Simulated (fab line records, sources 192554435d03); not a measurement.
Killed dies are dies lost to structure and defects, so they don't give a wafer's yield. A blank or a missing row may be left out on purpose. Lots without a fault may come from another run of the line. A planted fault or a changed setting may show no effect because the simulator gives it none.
Chamber matching | flow n5_finfet | N5_BEOL_M3_ETCH_69 on rie_diel-04: 4 sister chambers
The step etches SiARC in CF4, target depth 15.6 nm, time 26 s. 4 wafers are shown with their chamber, then 7 later ones without.

WAFERS WITH THEIR CHAMBER
wafer  | chamber | showerhead_plenum_p_Torr (Torr)
L080.3 | 3       | 2.04
L080.6 | 0       | 2.10
L082.2 | 1       | 1.97
L082.3 | 2       | 2.18

WAFERS WITHOUT THEIR CHAMBER
wafer  | showerhead_plenum_p_Torr (Torr)
L082.6 | 1.97
L089.1 | 1.97
L089.4 | 2.04
L089.6 | 1.97
L091.2 | 1.97
L091.5 | 2.17
L091.6 | 2.04

WHICH CHAMBER EACH WENT THROUGH
wafer  | from the rows above | in truth
L082.6 | 1                   | 1
L089.1 | 1                   | 1
L089.4 | 3                   | 3
L089.6 | 1                   | 1
L091.2 | 1                   | 1
L091.5 | 2                   | 2
L091.6 | 3                   | 3
Placed correctly: 7 of 7. Can't be placed from these rows: 0. Placed wrongly: 0.
How it was worked out, from the rows above alone: a wafer's distance from a chamber is the root of the sum, over the readings, of the square of ((its reading less the chamber's mean) divided by the reading's scatter). The wafer belongs to the nearest chamber; if the next one is less than 2 further off, it can't be placed. A chamber's mean is the mean of its shown wafers. The scatter: with one shown wafer a chamber, the root of the mean of the squares of how far each hidden wafer lies from its nearest shown one.
